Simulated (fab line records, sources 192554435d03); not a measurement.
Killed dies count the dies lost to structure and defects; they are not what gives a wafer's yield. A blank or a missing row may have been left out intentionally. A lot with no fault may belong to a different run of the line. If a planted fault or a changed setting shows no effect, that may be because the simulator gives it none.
Which tool did it? -- flow n5-finfet -- 9 lots, 24 wafers sampled, at 6 steps of a route of 1938

== WHAT EACH GAUGE READ, for each wafer ==
N5_BEOL_M4_RC_MEAS_101. Usual: DIBL_N 36.5 mV/V, standard deviation 2.2; DIBL_P 36.9 mV/V, standard deviation 2.9; IOFF_N 0.17 nA/um, standard deviation 0.044; IOFF_P 0.22 nA/um, standard deviation 0.052; ION_N 671 uA/um, standard deviation 16; ION_P 461 uA/um, standard deviation 10; SS_N 71.6 mV/dec, standard deviation 0.73; SS_P 73.5 mV/dec, standard deviation 0.79; VT_N 250 mV, standard deviation 4.1; VT_P -250 mV, standard deviation 4.1.
lot,measured,on,DIBL_N (mV/V),DIBL_P (mV/V),IOFF_N (nA/um),IOFF_P (nA/um),ION_N (uA/um),ION_P (uA/um),SS_N (mV/dec),SS_P (mV/dec),VT_N (mV),VT_P (mV),flag
L291,day 9 17:33,prober-02,35.4 36.6 31.5,33.8 36.8 31.6,0.14 0.15 0.09,0.16 0.21 0.14,645 653 640,443 449 446,71.9 72.1 70.9,72.2 73.5 71.8,251 252 257,-253 -249 -253,
L294,day 10 03:28,prober-01,37.2 33.1 36.8,36.5 31.3 36.6,0.16 0.11 0.16,0.25 0.18 0.24,671 648 660,462 447 462,71.9 71.2 71.2,73.6 73.2 73.8,252 255 250,-246 -248 -247,
L298,day 11 20:53,prober-01,33.4 38.8 36.5,32.6 38.4 35.0,0.11 0.19 0.14,0.14 0.21 0.17,661 669 657,448 446 454,70.1 72.4 71.5,73.1 73.8 72.4,256 251 254,-258 -252 -255,
L299,day 11 18:34,prober-02,33.5 37.1,34.2 38.5,0.13 0.20,0.19 0.26,665 674,461 464,71.0 72.0,72.3 73.7,251 246,-248 -246,
L306,day 13 09:28,prober-02,34.6 36.5,34.3 37.3,0.13 0.18,0.16 0.20,652 669,445 453,71.5 71.7,72.7 73.7,253 245,-253 -250,
L309,day 14 05:49,prober-01,35.3 38.1 37.8,35.5 38.7 39.4,0.14 0.18 0.17,0.18 0.23 0.25,666 674 668,461 463 461,70.9 71.7 71.4,73.1 74.3 74.4,250 247 248,-252 -249 -252,
L310,day 15 04:48,prober-01,40.2 42.3,42.9 44.0,0.23 0.28,0.29 0.33,669 702,456 471,72.3 73.4,74.7 75.0,248 242,-247 -243,

== WHICH TOOL RAN EACH LOT (tool, then ch and the chambers of the sampled wafers, then the start) ==
lot,N5_MOL_CONTACT_COAG_ETCH_106,N5_MOL_CONTACT_COAG_ETCH_110,N5_MOL_CONTACT_COAG_ALD_27,N5_MOL_CONTACT_COAG_CMP_28,N5_MOL_CONTACT_COAG_ETCH_48
L291,"rie-diel-06 ch 1,2,3, day 5 21:13","rie-diel-06 ch 1,2,3, day 5 21:25","ald-sin-02 ch 0,1,2, day 6 03:28","cmp-04 ch 0,1,2, day 6 05:09","rie-diel-06 ch 0,1,3, day 6 08:16"
L294,"rie-diel-06 ch 0,2, day 6 08:28","rie-diel-06 ch 0,2, day 6 08:39","ald-sin-02 ch 1,2, day 6 13:59","cmp-04 ch 0,1, day 6 15:34","rie-diel-06 ch 0,1,2, day 6 19:21"
L296,"rie-diel-06 ch 2,3, day 6 22:09","rie-diel-06 ch 2,3, day 6 22:20","ald-sin-01 ch 0,1,2, day 7 06:33","cmp-04 ch 1,2, day 7 08:07","rie-diel-02 ch 1,3, day 7 11:57"
L297,"rie-diel-06 ch 0,3, day 7 06:49","rie-diel-06 ch 0,3, day 7 07:01","ald-sin-02 ch 0,2, day 7 16:39","cmp-04 ch 1,2,3, day 7 18:15","rie-diel-05 ch 0,1,2, day 7 21:50"
L298,"rie-diel-06 ch 1,3, day 7 16:34","rie-diel-06 ch 1,3, day 7 16:45","ald-sin-02 ch 1,2, day 8 02:20","cmp-04 ch 1,2,3, day 8 03:55","rie-diel-02 ch 1,2,3, day 8 07:25"
L299,"rie-diel-06 ch 0,1, day 7 19:50","rie-diel-06 ch 0,1, day 7 20:02","ald-sin-01 ch 2,3, day 8 02:22","cmp-03 ch 0,1, day 8 04:00","rie-diel-06 ch 2,3, day 8 07:49"
L306,"rie-diel-02 ch 0,1, day 9 13:39","rie-diel-02 ch 0,1, day 9 13:50","ald-sin-02 ch 1,3, day 9 21:55","cmp-03 ch 2,3, day 9 23:19","rie-diel-05 ch 0,2, day 10 02:17"
L309,"rie-diel-05 ch 1,2,3, day 10 03:46","rie-diel-05 ch 1,2,3, day 10 03:58","ald-sin-01 ch 0,1,3, day 10 10:46","cmp-04 ch 0,1, day 10 12:22","rie-diel-02 ch 1,2, day 10 16:02"
L310,"rie-diel-02 ch 3, day 10 10:10","rie-diel-02 ch 3, day 10 10:22","ald-sin-02 ch 2,3, day 10 18:53","cmp-04 ch 2, day 10 20:26","rie-diel-05 ch 1, day 11 00:56"
- N5_MOL_CONTACT_COAG_ETCH_106: etches SOC in N2/H2, target depth 80 nm, overetch 16 nm, time 120 s.
- N5_MOL_CONTACT_COAG_ETCH_110: etches Si in CF4/O2, target depth 2.5 nm, time 8 s.
- N5_MOL_CONTACT_COAG_ALD_27: deposits SiOC, target thk 17 nm, pulse time 1.5 s, time 2720 s.
- N5_MOL_CONTACT_COAG_CMP_28: polishes, stops on SiNx, t overpolish 0.85 s, target thk 14.522 nm.
- N5_MOL_CONTACT_COAG_ETCH_48: etches SiOC in C4F6/O2, target depth 15 nm, overetch 4.5 nm, time 17 s.

== WHAT THE TOOLS THEMSELVES READ (means of the sampled wafers that have a number; where no wafer has one, the mark that the record gives instead) ==
N5_MOL_CONTACT_COAG_ETCH_106. Usual: drypump-motor-current-A 5.6 A, standard deviation 0.55; oes-product-au 0.71 a.u., standard deviation 0.074; rf-vpp-V 524.7 V, standard deviation 1.9; showerhead-plenum-p-Torr 2.57 Torr, standard deviation 0.065; throttle-valve-pct 17.7 %, standard deviation 0.3.
lot,tool,drypump-motor-current-A (A),oes-product-au (a.u.),rf-vpp-V (V),showerhead-plenum-p-Torr (Torr),throttle-valve-pct (%),flag
L291,rie-diel-06,5.6,0.74,524.3,2.57,17.5,
L294,rie-diel-06,5.4,0.64,526.3,2.61,17.9,
L296,rie-diel-06,5.2,0.69,524.5,2.56,17.6,
L297,rie-diel-06,5.1,0.72,525.4,2.58,17.8,
L298,rie-diel-06,5.9,0.77,523.4,2.56,17.4,
L299,rie-diel-06,5.9,0.71,525.5,2.62,17.8,
L306,rie-diel-02,6.0,0.66,526.1,2.59,18.2,
L309,rie-diel-05,5.5,0.67,523.8,2.53,17.7,
L310,rie-diel-02,5.3,0.82,524.5,2.59,17.9,

N5_MOL_CONTACT_COAG_ETCH_110. Usual: cf4-flow-sccm 99.96 sccm, standard deviation 0.3; drypump-motor-current-A 5.6 A, standard deviation 0.55; oes-product-au 0.79 a.u., standard deviation 0.089; rf-vpp-V 126 V, standard deviation 3.4; showerhead-plenum-p-Torr 2.24 Torr, standard deviation 0.046; throttle-valve-pct 10.7 %, standard deviation 0.36.
lot,tool,cf4-flow-sccm (sccm),drypump-motor-current-A (A),oes-product-au (a.u.),rf-vpp-V (V),showerhead-plenum-p-Torr (Torr),throttle-valve-pct (%),flag
L291,rie-diel-06,99.81,5.6,0.83,129,2.23,10.4,
L294,rie-diel-06,99.86,5.4,0.71,127,2.27,11.0,
L296,rie-diel-06,100.00,5.2,0.75,129,2.23,10.8,
L297,rie-diel-06,99.99,5.1,0.78,125,2.26,10.7,
L298,rie-diel-06,100.05,5.9,0.86,128,2.21,10.2,
L299,rie-diel-06,99.86,5.8,0.79,126,2.26,10.6,
L306,rie-diel-02,99.87,6.0,0.72,130,2.25,11.1,
L309,rie-diel-05,99.96,5.5,0.72,125,2.22,10.8,
L310,rie-diel-02,100.38,5.3,0.94,120,2.28,10.7,

N5_MOL_CONTACT_COAG_ALD_27. Usual: heater-power-w 849 W, standard deviation 70; precursor-pulse-height-rel 0.998, standard deviation 0.022.
lot,tool,heater-power-w (W),precursor-pulse-height-rel,flag
L291,ald-sin-02,822,1.001,
L294,ald-sin-02,856,0.995,
L296,ald-sin-01,844,1.016,
L297,ald-sin-02,821,0.986,
L298,ald-sin-02,854,1.014,
L299,ald-sin-01,852,1.002,
L306,ald-sin-02,881,0.967,
L309,ald-sin-01,803,0.999,
L310,ald-sin-02,910,0.994,

N5_MOL_CONTACT_COAG_CMP_28. Usual: edge-zone-pressure-frac 0.999, standard deviation 0.0049; head-pressure-psi 4.150 psi, standard deviation 0.0092; motor-current-A 12.5 A, standard deviation 0.97; retaining-ring-pressure-frac 1.000, standard deviation 0.0047; time-to-endpoint-s 3.3 s, standard deviation 2.3.
lot,tool,edge-zone-pressure-frac,head-pressure-psi (psi),motor-current-A (A),retaining-ring-pressure-frac,time-to-endpoint-s (s),flag
L291,cmp-04,0.997,4.156,12.6,1.000,2.7,
L294,cmp-04,1.003,4.159,13.4,0.997,6.9,
L296,cmp-04,-,-,-,-,-,OFF
L297,cmp-04,-,-,-,-,-,OFF
L298,cmp-04,0.997,4.154,12.5,0.999,4.0,
L299,cmp-03,1.003,4.155,12.5,1.000,3.3,
L306,cmp-03,0.994,4.146,11.4,1.003,2.1,
L309,cmp-04,1.002,4.144,13.0,1.002,5.6,
L310,cmp-04,0.998,4.146,11.9,1.002,4.7,

N5_MOL_CONTACT_COAG_ETCH_48. Usual: drypump-motor-current-A 5.6 A, standard deviation 0.53; oes-product-au 0.63 a.u., standard deviation 0.073; rf-vpp-V 1569 V, standard deviation 38; showerhead-plenum-p-Torr 2.86 Torr, standard deviation 0.064; throttle-valve-pct 40.5 %, standard deviation 0.38.
lot,tool,drypump-motor-current-A (A),oes-product-au (a.u.),rf-vpp-V (V),showerhead-plenum-p-Torr (Torr),throttle-valve-pct (%),flag
L291,rie-diel-06,5.5,0.72,1580,2.87,40.4,
L294,rie-diel-06,5.7,0.67,1577,2.90,40.3,
L296,rie-diel-02,5.4,1.05,1541,2.89,40.5,OFF
L297,rie-diel-05,5.7,1.17,1535,2.80,40.6,OFF
L298,rie-diel-02,5.4,0.60,1558,2.90,40.6,
L299,rie-diel-06,5.1,0.72,1609,2.83,40.2,
L306,rie-diel-05,6.1,0.69,1520,2.76,40.5,
L309,rie-diel-02,5.3,0.62,1575,2.90,40.9,
L310,rie-diel-05,4.9,0.63,1562,2.85,40.4,

== THE ANSWER, worked out from the rows above alone ==
Rule: a lot counts as off when the mean over its wafers that have a number is more than 3 standard deviations away from the usual mean. Also off: a lot with no number at a reading for which 4 or more lots have one. All remaining lots with rows at the step are treated as sound. After the gauges, taken in route order, come the tools' own readings; for these a lot's mean is taken, as printed above. The first step at which some lot is off is used, and at that step the reading that is off furthest; a lot without a number counts as furthest.
Off at N5_MOL_CONTACT_COAG_CMP_28 (edge-zone-pressure-frac): L296, L297. Without a number there: L296, L297.
A tool fits if, at that step or a process step before it, it ran every lot that is off, and no sound lot after the first of them. Not one of the candidates tried fits.

== WHAT HAD BEEN PUT IN BY THE SIMULATOR ==
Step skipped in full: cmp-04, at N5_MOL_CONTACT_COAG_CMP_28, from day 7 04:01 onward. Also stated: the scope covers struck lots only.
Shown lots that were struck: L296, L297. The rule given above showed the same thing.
